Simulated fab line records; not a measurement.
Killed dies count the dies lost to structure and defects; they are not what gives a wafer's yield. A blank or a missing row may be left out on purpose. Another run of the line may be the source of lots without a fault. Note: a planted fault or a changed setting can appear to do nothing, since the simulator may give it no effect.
fab line records / flow n5-finfet / part 2 of 2: steps 23 to 30 of 30
record lots=5 wafers=15 last-day=18
route steps=1938 shown SDB@347
lots that met no fault: taken from a fault-free run of the same line
start-h: start of the lot's first displayed wafer, in hours after the record's first day / wait-h: how many hours have passed since the lot's step before this one / " as in the row above / L1.1+2: several wafers, shown together as one row / - value missing, or start not given / * or withheld: withheld / < > ~ a bound
route shown NAME@n: a module of which the file shows steps, and the number in the route of the first / usual: mean and standard deviation over wafers with no fault / same: alike in all rows / chamber/n: place in a boat / sites: each site's reading / _std_site: standard deviation of those values / _edge_site: mean of outer sites minus mean of inner sites / radius-mm: for every site, how far away it sits from the centre of the wafer / mask NAME#n: copy n / behind: the tool/chamber that last shaped the wafer / hold: the reason the lot was held/the length of the hold in hours/how it ended / device: transistor that didn't switch, given as n, p or np / end of line: tests run on the same wafers once the route is complete / where a step has no rows: the recipe by itself / killed: count of dies lost to structure and defects at first sort (not the wafer's yield) / map: per-die view of a wafer (x killed, . not killed, _ where there is no die)
set.NAME: the setting as run; set.NAME@STEP: as run at that earlier step / model.NAME: the simulator's own value behind a step, which no gauge read
lots at selected steps of the route; one table per step, one row per wafer
services: the hour from which a tool's chamber was out of use, counted from the record's first day as start-h (under 0 if before that day), plus the number of hours and why
## steps
# step N5_SDB_CUT_ETCH_26
# recipe chemistry=HBr/Cl2/O2 target=Si target-depth-a=1296 bt-time-s=20 mask-material=SiNx time-s=51.8 ion-energy-ev=* bias-w=* pressure-mtorr=10 icp-w=800 HBr_flow_sccm=150 Cl2_flow_sccm=80 O2_flow_sccm=12
# usual drypump-motor-current-A=5.7/0.52 oes-product-au=1.007/0.012 throttle-valve-pct=37.2/0.3
lot.wafer=L080.1 tool=rie-si-06 chamber=3 start-h=101.94 wait-h=0.1 drypump-motor-current-A=5.0 oes-product-au=0.995 rf-hours-counter-h=135 throttle-valve-pct=36.9
lot.wafer=L080.3 tool=rie-si-06 chamber=0 start-h=101.94 wait-h=0.1 drypump-motor-current-A=6.2 oes-product-au=1.021 rf-hours-counter-h=120 throttle-valve-pct=37.1
lot.wafer=L080.6 tool=rie-si-06 chamber=0 start-h=101.94 wait-h=0.1 drypump-motor-current-A=6.2 oes-product-au=1.024 rf-hours-counter-h=- throttle-valve-pct=37.1
lot.wafer=L085.1 tool=rie-si-02 chamber=1 start-h=138.78 wait-h=0.1 drypump-motor-current-A=6.1 oes-product-au=1.013 rf-hours-counter-h=133 throttle-valve-pct=37.6
lot.wafer=L085.2 tool=rie-si-02 chamber=3 start-h=138.78 wait-h=0.1 drypump-motor-current-A=5.4 oes-product-au=0.990 rf-hours-counter-h=108 throttle-valve-pct=37.5
lot.wafer=L085.4 tool=rie-si-02 chamber=0 start-h=138.78 wait-h=0.1 drypump-motor-current-A=6.1 oes-product-au=0.998 rf-hours-counter-h=18 throttle-valve-pct=37.0
lot.wafer=L087.2 tool=rie-si-02 chamber=0 start-h=152.51 wait-h=0.1 drypump-motor-current-A=6.1 oes-product-au=1.008 rf-hours-counter-h=19 throttle-valve-pct=37.0
lot.wafer=L087.5 tool=rie-si-02 chamber=1 start-h=152.51 wait-h=0.1 drypump-motor-current-A=6.1 oes-product-au=1.010 rf-hours-counter-h=- throttle-valve-pct=37.6
lot.wafer=L087.6 tool=rie-si-02 chamber=2 start-h=152.51 wait-h=0.1 drypump-motor-current-A=4.8 oes-product-au=1.014 rf-hours-counter-h=- throttle-valve-pct=37.3
lot.wafer=L091.2 tool=rie-si-02 chamber=0 start-h=170.68 wait-h=0.1 drypump-motor-current-A=6.0 oes-product-au=1.006 rf-hours-counter-h=19 throttle-valve-pct=37.0
lot.wafer=L091.4 tool=rie-si-02 chamber=1 start-h=170.68 wait-h=0.1 drypump-motor-current-A=6.1 oes-product-au=1.014 rf-hours-counter-h=134 throttle-valve-pct=37.6
lot.wafer=L091.5 tool=rie-si-02 chamber=0 start-h=170.68 wait-h=0.1 drypump-motor-current-A=6.0 oes-product-au=0.997 rf-hours-counter-h=- throttle-valve-pct=37.0
lot.wafer=L096.2 tool=rie-si-02 chamber=3 start-h=200.17 wait-h=0.1 drypump-motor-current-A=5.3 oes-product-au=0.982 rf-hours-counter-h=110 throttle-valve-pct=37.5
lot.wafer=L096.4 tool=rie-si-02 chamber=2 start-h=200.17 wait-h=0.1 drypump-motor-current-A=4.8 oes-product-au=1.012 rf-hours-counter-h=28 throttle-valve-pct=37.3
lot.wafer=L096.5 tool=rie-si-02 chamber=1 start-h=200.17 wait-h=0.1 drypump-motor-current-A=6.1 oes-product-au=1.010 rf-hours-counter-h=- throttle-valve-pct=37.6
# step N5_SDB_PRECLEAN_38
# recipe chemistry=dHF time-s=10 dilution=750:1 temp-c=25
# usual bath-heat-duty-pct=6.5/0.82
lot.wafer=L080.1 tool=wet-bench-04 chamber=5 start-h=102.06 wait-h=0.1 bath-heat-duty-pct=4.7
lot.wafer=L080.3 tool=wet-bench-04 chamber=0 start-h=102.06 wait-h=0.1 bath-heat-duty-pct=6.4
lot.wafer=L080.6 tool=wet-bench-04 chamber=1 start-h=102.06 wait-h=0.1 bath-heat-duty-pct=6.2
lot.wafer=L085.1 tool=wet-bench-04 chamber=7 start-h=138.90 wait-h=0.1 bath-heat-duty-pct=6.0
lot.wafer=L085.2 tool=wet-bench-04 chamber=5 start-h=138.90 wait-h=0.1 bath-heat-duty-pct=6.1
lot.wafer=L085.4 tool=wet-bench-04 chamber=1 start-h=138.90 wait-h=0.1 bath-heat-duty-pct=6.0
lot.wafer=L087.2 tool=wet-bench-01 chamber=4 start-h=152.63 wait-h=0.1 bath-heat-duty-pct=4.8
lot.wafer=L087.5 tool=wet-bench-01 chamber=0 start-h=152.63 wait-h=0.1 bath-heat-duty-pct=6.6
lot.wafer=L087.6 tool=wet-bench-01 chamber=1 start-h=152.63 wait-h=0.1 bath-heat-duty-pct=7.9
lot.wafer=L091.2 tool=wet-bench-03 chamber=7 start-h=170.80 wait-h=0.1 bath-heat-duty-pct=7.8
lot.wafer=L091.4 tool=wet-bench-03 chamber=4 start-h=170.80 wait-h=0.1 bath-heat-duty-pct=6.2
lot.wafer=L091.5 tool=wet-bench-03 chamber=5 start-h=170.80 wait-h=0.1 bath-heat-duty-pct=6.7
lot.wafer=L096.2 tool=wet-bench-03 chamber=2 start-h=200.29 wait-h=0.1 bath-heat-duty-pct=6.1
lot.wafer=L096.4 tool=wet-bench-03 chamber=6 start-h=200.29 wait-h=0.1 bath-heat-duty-pct=6.3
lot.wafer=L096.5 tool=wet-bench-03 chamber=1 start-h=200.29 wait-h=0.1 bath-heat-duty-pct=6.3
# step N5_SDB_PRECLEAN_39
# recipe chemistry=O3/DIW time-s=45 temp-c=22 o3-ppm=10
# usual bath-heat-duty-pct=2.5/0.42
lot.wafer=L080.1 tool=wet-bench-04 chamber=5 start-h=102.07 wait-h=0.0 bath-heat-duty-pct=1.7
lot.wafer=L080.3 tool=wet-bench-04 chamber=0 start-h=102.07 wait-h=0.0 bath-heat-duty-pct=2.2
lot.wafer=L080.6 tool=wet-bench-04 chamber=1 start-h=102.07 wait-h=0.0 bath-heat-duty-pct=2.7
lot.wafer=L085.1 tool=wet-bench-04 chamber=7 start-h=138.90 wait-h=0.0 bath-heat-duty-pct=2.9
lot.wafer=L085.2 tool=wet-bench-04 chamber=5 start-h=138.90 wait-h=0.0 bath-heat-duty-pct=2.2
lot.wafer=L085.4 tool=wet-bench-04 chamber=1 start-h=138.90 wait-h=0.0 bath-heat-duty-pct=2.1
lot.wafer=L087.2 tool=wet-bench-01 chamber=4 start-h=152.64 wait-h=0.0 bath-heat-duty-pct=2.3
lot.wafer=L087.5 tool=wet-bench-01 chamber=0 start-h=152.64 wait-h=0.0 bath-heat-duty-pct=1.9
lot.wafer=L087.6 tool=wet-bench-01 chamber=1 start-h=152.64 wait-h=0.0 bath-heat-duty-pct=2.4
lot.wafer=L091.2 tool=wet-bench-03 chamber=7 start-h=170.80 wait-h=0.0 bath-heat-duty-pct=2.3
lot.wafer=L091.4 tool=wet-bench-03 chamber=4 start-h=170.80 wait-h=0.0 bath-heat-duty-pct=2.5
lot.wafer=L091.5 tool=wet-bench-03 chamber=5 start-h=170.80 wait-h=0.0 bath-heat-duty-pct=2.5
lot.wafer=L096.2 tool=wet-bench-03 chamber=2 start-h=200.29 wait-h=0.0 bath-heat-duty-pct=1.9
lot.wafer=L096.4 tool=wet-bench-03 chamber=6 start-h=200.29 wait-h=0.0 bath-heat-duty-pct=2.6
lot.wafer=L096.5 tool=wet-bench-03 chamber=1 start-h=200.29 wait-h=0.0 bath-heat-duty-pct=2.3
# step N5_SDB_SRD_28
# recipe dry=ipa-marangoni time-s=30 temp-c=23 rinse-liquid=diw
# usual bath-heat-duty-pct=3.7/0.48
lot.wafer=L080.1 tool=wet-bench-04 chamber=5 start-h=102.08 wait-h=0.0 bath-heat-duty-pct=3.8
lot.wafer=L080.3 tool=wet-bench-04 chamber=0 start-h=102.08 wait-h=0.0 bath-heat-duty-pct=3.9
lot.wafer=L080.6 tool=wet-bench-04 chamber=1 start-h=102.08 wait-h=0.0 bath-heat-duty-pct=3.3
lot.wafer=L085.1 tool=wet-bench-04 chamber=7 start-h=138.91 wait-h=0.0 bath-heat-duty-pct=3.3
lot.wafer=L085.2 tool=wet-bench-04 chamber=5 start-h=138.91 wait-h=0.0 bath-heat-duty-pct=3.1
lot.wafer=L085.4 tool=wet-bench-04 chamber=1 start-h=138.91 wait-h=0.0 bath-heat-duty-pct=3.4
lot.wafer=L087.2 tool=wet-bench-01 chamber=4 start-h=152.65 wait-h=0.0 bath-heat-duty-pct=2.9
lot.wafer=L087.5 tool=wet-bench-01 chamber=0 start-h=152.65 wait-h=0.0 bath-heat-duty-pct=4.4
lot.wafer=L087.6 tool=wet-bench-01 chamber=1 start-h=152.65 wait-h=0.0 bath-heat-duty-pct=4.0
lot.wafer=L091.2 tool=wet-bench-03 chamber=7 start-h=170.82 wait-h=0.0 bath-heat-duty-pct=4.0
lot.wafer=L091.4 tool=wet-bench-03 chamber=4 start-h=170.82 wait-h=0.0 bath-heat-duty-pct=3.4
lot.wafer=L091.5 tool=wet-bench-03 chamber=5 start-h=170.82 wait-h=0.0 bath-heat-duty-pct=3.9
lot.wafer=L096.2 tool=wet-bench-03 chamber=2 start-h=200.31 wait-h=0.0 bath-heat-duty-pct=3.3
lot.wafer=L096.4 tool=wet-bench-03 chamber=6 start-h=200.31 wait-h=0.0 bath-heat-duty-pct=3.8
lot.wafer=L096.5 tool=wet-bench-03 chamber=1 start-h=200.31 wait-h=0.0 bath-heat-duty-pct=4.4
# step N5_SDB_ALD_29
# recipe material=SiNx target-thk-a=300 temp-c=400 ald-precursor-family=SiH2I2 ald-co-reactant=N2/H2-plasma pulse-time-s=1 ald-cycles=600 purge-time-s=2 co-reactant-purge-time-s=2 pressure-torr=2
# usual heater-power-w=849/48 precursor-pulse-height-rel=1.002/0.021
# same purge-time-s=2
lot.wafer=L080.1 tool=ald-sin-04 chamber=2 start-h=102.21 wait-h=0.1 heater-power-w=863 precursor-pulse-height-rel=0.989
lot.wafer=L080.3 tool=ald-sin-04 chamber=1 start-h=102.21 wait-h=0.1 heater-power-w=885 precursor-pulse-height-rel=1.014
lot.wafer=L080.6 tool=ald-sin-04 chamber=0 start-h=103.57 wait-h=1.5 heater-power-w=894 precursor-pulse-height-rel=0.977
lot.wafer=L085.1 tool=ald-sin-02 chamber=0 start-h=138.96 wait-h=0.0 heater-power-w=862 precursor-pulse-height-rel=1.025
lot.wafer=L085.2 tool=ald-sin-02 chamber=1 start-h=138.96 wait-h=0.0 heater-power-w=843 precursor-pulse-height-rel=1.011
lot.wafer=L085.4 tool=ald-sin-02 chamber=3 start-h=138.96 wait-h=0.0 heater-power-w=816 precursor-pulse-height-rel=1.027
lot.wafer=L087.2 tool=ald-sin-04 chamber=2 start-h=152.99 wait-h=0.3 heater-power-w=854 precursor-pulse-height-rel=0.980
lot.wafer=L087.5 tool=ald-sin-04 chamber=1 start-h=154.34 wait-h=1.7 heater-power-w=845 precursor-pulse-height-rel=1.015
lot.wafer=L087.6 tool=ald-sin-04 chamber=0 start-h=154.34 wait-h=1.7 heater-power-w=895 precursor-pulse-height-rel=1.008
lot.wafer=L091.2 tool=ald-sin-02 chamber=1 start-h=170.86 wait-h=0.0 heater-power-w=857 precursor-pulse-height-rel=0.979
lot.wafer=L091.4 tool=ald-sin-02 chamber=2 start-h=170.86 wait-h=0.0 heater-power-w=761 precursor-pulse-height-rel=0.992
lot.wafer=L091.5 tool=ald-sin-02 chamber=0 start-h=172.22 wait-h=1.4 heater-power-w=854 precursor-pulse-height-rel=0.976
lot.wafer=L096.2 tool=ald-sin-04 chamber=1 start-h=200.35 wait-h=0.0 heater-power-w=886 precursor-pulse-height-rel=1.011
lot.wafer=L096.4 tool=ald-sin-04 chamber=3 start-h=200.35 wait-h=0.0 heater-power-w=906 precursor-pulse-height-rel=1.032
lot.wafer=L096.5 tool=ald-sin-04 chamber=1 start-h=201.71 wait-h=1.4 heater-power-w=862 precursor-pulse-height-rel=1.017
# step N5_SDB_CMP_30
# recipe stop-on=poly-Si t-overpolish-s=1.54 post-cmp-clean=alkaline-brush down-force-psi=4.1491 platen-rpm=51.796 pad-velocity-m-s=1.0306 target-thk-nm=30
# usual motor-current-A=12.0/1.1 overpolish-run-s=1.540/0.0087 retaining-ring-pressure-frac=1.000/0.0045 slurry-flow-ml-min=150.0/0.51 time-to-endpoint-s=16.7/2.2
lot.wafer=L080.3 tool=cmp-03 chamber=0 start-h=105.02 wait-h=1.5 motor-current-A=12.9 overpolish-run-s=1.538 retaining-ring-pressure-frac=0.995 slurry-flow-ml-min=149.7 time-to-endpoint-s=13.6
lot.wafer=L080.1 tool=cmp-03 chamber=1 start-h=105.02 wait-h=1.5 motor-current-A=12.6 overpolish-run-s=1.535 retaining-ring-pressure-frac=0.996 slurry-flow-ml-min=149.3 time-to-endpoint-s=18.5
lot.wafer=L080.6 tool=cmp-03 chamber=2 start-h=105.02 wait-h=1.5 motor-current-A=11.8 overpolish-run-s=1.550 retaining-ring-pressure-frac=0.998 slurry-flow-ml-min=150.4 time-to-endpoint-s=13.4
lot.wafer=L085.2 tool=cmp-02 chamber=0 start-h=141.73 wait-h=1.4 motor-current-A=11.2 overpolish-run-s=1.539 retaining-ring-pressure-frac=1.006 slurry-flow-ml-min=149.5 time-to-endpoint-s=19.9
lot.wafer=L085.4 tool=cmp-02 chamber=1 start-h=141.73 wait-h=1.4 motor-current-A=11.4 overpolish-run-s=1.525 retaining-ring-pressure-frac=0.990 slurry-flow-ml-min=149.3 time-to-endpoint-s=18.9
lot.wafer=L085.1 tool=cmp-02 chamber=2 start-h=141.73 wait-h=1.4 motor-current-A=11.4 overpolish-run-s=1.536 retaining-ring-pressure-frac=0.995 slurry-flow-ml-min=149.5 time-to-endpoint-s=14.9
lot.wafer=L087.2 tool=cmp-02 chamber=0 start-h=155.72 wait-h=1.4 motor-current-A=11.7 overpolish-run-s=1.535 retaining-ring-pressure-frac=0.998 slurry-flow-ml-min=150.4 time-to-endpoint-s=14.5
lot.wafer=L087.6 tool=cmp-02 chamber=0 start-h=155.72 wait-h=1.4 motor-current-A=11.6 overpolish-run-s=1.542 retaining-ring-pressure-frac=1.003 slurry-flow-ml-min=150.4 time-to-endpoint-s=16.8
lot.wafer=L087.5 tool=cmp-02 chamber=1 start-h=155.72 wait-h=1.4 motor-current-A=12.0 overpolish-run-s=1.537 retaining-ring-pressure-frac=0.998 slurry-flow-ml-min=150.4 time-to-endpoint-s=16.5
lot.wafer=L091.4 tool=cmp-04 chamber=0 start-h=173.60 wait-h=1.4 motor-current-A=9.5 overpolish-run-s=1.528 retaining-ring-pressure-frac=0.995 slurry-flow-ml-min=150.3 time-to-endpoint-s=17.5
lot.wafer=L091.2 tool=cmp-04 chamber=1 start-h=173.60 wait-h=1.4 motor-current-A=10.4 overpolish-run-s=1.556 retaining-ring-pressure-frac=0.997 slurry-flow-ml-min=150.8 time-to-endpoint-s=16.6
lot.wafer=L091.5 tool=cmp-04 chamber=1 start-h=173.60 wait-h=1.4 motor-current-A=11.1 overpolish-run-s=1.530 retaining-ring-pressure-frac=1.002 slurry-flow-ml-min=150.2 time-to-endpoint-s=17.0
lot.wafer=L096.2 tool=cmp-02 chamber=1 start-h=203.16 wait-h=1.5 motor-current-A=12.1 overpolish-run-s=1.529 retaining-ring-pressure-frac=0.998 slurry-flow-ml-min=150.0 time-to-endpoint-s=19.5
lot.wafer=L096.4 tool=cmp-02 chamber=2 start-h=203.16 wait-h=1.5 motor-current-A=12.0 overpolish-run-s=1.532 retaining-ring-pressure-frac=0.992 slurry-flow-ml-min=149.8 time-to-endpoint-s=14.0
lot.wafer=L096.5 tool=cmp-02 chamber=0 start-h=203.16 wait-h=1.5 motor-current-A=11.6 overpolish-run-s=1.534 retaining-ring-pressure-frac=1.005 slurry-flow-ml-min=150.8 time-to-endpoint-s=18.9
# step N5_SDB_THK_MEAS_31
# recipe reads=a-Si_of_DUMMY_GATE_CVD_03
# usual SDB_THK=64.4/1.2
lot.wafer=L080.1 tool=film-metro-02 chamber=- start-h=105.24 wait-h=- SDB_THK[nm]=63.5
lot.wafer=L080.3 tool=film-metro-02 chamber=- start-h=105.24 wait-h=- SDB_THK[nm]=65.4
lot.wafer=L080.6 tool=film-metro-02 chamber=- start-h=105.24 wait-h=- SDB_THK[nm]=64.0
lot.wafer=L085.1 tool=film-metro-02 chamber=- start-h=141.99 wait-h=- SDB_THK[nm]=64.7
lot.wafer=L085.2 tool=film-metro-02 chamber=- start-h=141.99 wait-h=- SDB_THK[nm]=65.7
lot.wafer=L085.4 tool=film-metro-02 chamber=- start-h=141.99 wait-h=- SDB_THK[nm]=63.9
lot.wafer=L087.2 tool=film-metro-02 chamber=- start-h=156.02 wait-h=- SDB_THK[nm]=64.3
lot.wafer=L087.5 tool=film-metro-02 chamber=- start-h=156.02 wait-h=- SDB_THK[nm]=64.5
lot.wafer=L087.6 tool=film-metro-02 chamber=- start-h=156.02 wait-h=- SDB_THK[nm]=65.6
lot.wafer=L091.2 tool=film-metro-02 chamber=- start-h=173.89 wait-h=- SDB_THK[nm]=62.8
lot.wafer=L091.4 tool=film-metro-02 chamber=- start-h=173.89 wait-h=- SDB_THK[nm]=64.6
lot.wafer=L091.5 tool=film-metro-02 chamber=- start-h=173.89 wait-h=- SDB_THK[nm]=62.9
lot.wafer=L096.2 tool=film-metro-02 chamber=- start-h=203.38 wait-h=- SDB_THK[nm]=64.9
lot.wafer=L096.4 tool=film-metro-02 chamber=- start-h=203.38 wait-h=- SDB_THK[nm]=65.0
lot.wafer=L096.5 tool=film-metro-02 chamber=- start-h=203.38 wait-h=- SDB_THK[nm]=63.6
# step N5_SDB_INSPECT_36
# recipe inspect-instrument=darkfield mode=post-cmp
# usual raw-defect-count=38/15
lot.wafer=L080.1 tool=defect-inspect-02 chamber=- start-h=105.27 wait-h=0.0 raw-defect-count=20
lot.wafer=L080.3 tool=defect-inspect-02 chamber=- start-h=105.27 wait-h=0.0 raw-defect-count=24
lot.wafer=L080.6 tool=defect-inspect-02 chamber=- start-h=105.27 wait-h=0.0 raw-defect-count=16
lot.wafer=L085.1 tool=defect-inspect-01 chamber=- start-h=142.01 wait-h=0.0 raw-defect-count=34
lot.wafer=L085.2 tool=defect-inspect-01 chamber=- start-h=142.01 wait-h=0.0 raw-defect-count=34
lot.wafer=L085.4 tool=defect-inspect-01 chamber=- start-h=142.01 wait-h=0.0 raw-defect-count=36
lot.wafer=L087.2 tool=defect-inspect-01 chamber=- start-h=156.04 wait-h=0.0 raw-defect-count=50
lot.wafer=L087.5 tool=defect-inspect-01 chamber=- start-h=156.04 wait-h=0.0 raw-defect-count=38
lot.wafer=L087.6 tool=defect-inspect-01 chamber=- start-h=156.04 wait-h=0.0 raw-defect-count=21
lot.wafer=L091.2 tool=defect-inspect-01 chamber=- start-h=173.92 wait-h=0.0 raw-defect-count=38
lot.wafer=L091.4 tool=defect-inspect-01 chamber=- start-h=173.92 wait-h=0.0 raw-defect-count=30
lot.wafer=L091.5 tool=defect-inspect-01 chamber=- start-h=173.92 wait-h=0.0 raw-defect-count=31
lot.wafer=L096.2 tool=defect-inspect-02 chamber=- start-h=203.41 wait-h=0.0 raw-defect-count=33
lot.wafer=L096.4 tool=defect-inspect-02 chamber=- start-h=203.41 wait-h=0.0 raw-defect-count=65
lot.wafer=L096.5 tool=defect-inspect-02 chamber=- start-h=203.41 wait-h=0.0 raw-defect-count=98
## services
tool=ald-sin-02 chamber=- start-h=86.04 hours=14.0 kind=pm
tool=rie-si-02 chamber=0 start-h=88.89 hours=8.8 kind=repair
tool=arfi-scanner-02 chamber=- start-h=91.36 hours=0.8 kind=pm
tool=rie-diel-01 chamber=2 start-h=92.18 hours=1.8 kind=repair
tool=rie-diel-05 chamber=1 start-h=94.47 hours=6.9 kind=repair
tool=arfi-scanner-01 chamber=- start-h=98.87 hours=12.0 kind=pm
tool=arfi-scanner-02 chamber=- start-h=109.57 hours=1.0 kind=pm
tool=rie-diel-04 chamber=- start-h=119.05 hours=14.6 kind=pm
tool=rie-diel-01 chamber=- start-h=122.14 hours=14.6 kind=pm
tool=rie-si-02 chamber=2 start-h=124.44 hours=2.5 kind=repair
tool=cmp-02 chamber=- start-h=132.15 hours=1.1 kind=repair
tool=arfi-scanner-02 chamber=- start-h=137.34 hours=8.9 kind=repair
tool=rie-diel-05 chamber=3 start-h=143.24 hours=5.5 kind=repair
tool=arfi-scanner-02 chamber=- start-h=146.29 hours=1.3 kind=pm
tool=arfi-scanner-01 chamber=- start-h=147.15 hours=2.7 kind=repair
tool=rie-diel-05 chamber=- start-h=156.81 hours=0.4 kind=repair
tool=rie-diel-04 chamber=1 start-h=158.29 hours=13.6 kind=repair
tool=rie-diel-01 chamber=1 start-h=172.75 hours=9.3 kind=repair
tool=arfi-scanner-01 chamber=- start-h=179.61 hours=0.8 kind=pm
tool=pecvd-04 chamber=0 start-h=181.95 hours=2.0 kind=repair
tool=pecvd-04 chamber=- start-h=188.59 hours=2.2 kind=repair
tool=arfi-scanner-01 chamber=- start-h=190.14 hours=1.3 kind=pm
tool=arfi-scanner-01 chamber=- start-h=191.44 hours=1.0 kind=pm
tool=rie-diel-05 chamber=2 start-h=195.63 hours=4.7 kind=repair
